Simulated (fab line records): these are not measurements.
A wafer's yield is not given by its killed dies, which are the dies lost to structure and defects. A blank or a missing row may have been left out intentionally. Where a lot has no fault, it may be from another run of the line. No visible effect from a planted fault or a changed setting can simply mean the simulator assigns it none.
Chamber matching    flow n5Finfet    N5_BEOL_M2_PECVD_72 on pecvd-01: 3 sister chambers
The step deposits SiO2 from TEOS/O2, target thk 16 nm, time 18 s. 3 wafers are shown with their chamber, then 7 later ones without.

WAFERS PAIRED WITH THEIR CHAMBERS
wafer   chamber  throttleValvePct (%)
L308.1  1        22.6
L309.1  0        22.2
L309.2  2        19.9

WAFERS WITH NO CHAMBER GIVEN
wafer   throttleValvePct (%)
L309.5  22.8
L318.1  22.3
L318.3  22.7
L318.4  22.8
L319.2  20.0
L319.3  22.3
L319.4  22.6

EACH ONE'S CHAMBER
wafer    from the rows above       in truth
L309.5   1                         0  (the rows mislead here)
L318.1   can't be placed: 0 or 1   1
L318.3   1                         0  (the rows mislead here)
L318.4   1                         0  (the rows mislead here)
L319.2   2                         2
L319.3   can't be placed: 0 or 1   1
L319.4   1                         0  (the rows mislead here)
Correct placement for 1 of the 7. From these rows, 2 cannot be placed; in 2 the true chamber is one of the candidates. 4 placed wrongly.
How it was worked out, from the rows above alone: a wafer's distance from a chamber is the root of the sum, over the readings, of the square of ((its reading less the chamber's mean) divided by the reading's scatter). The wafer belongs to the nearest chamber; if the next one is less than 2 further off, it can't be placed. The mean given for a chamber averages the wafers shown for that chamber. The scatter: with one shown wafer a chamber, the root of the mean of the squares of how far each hidden wafer lies from its nearest shown one.
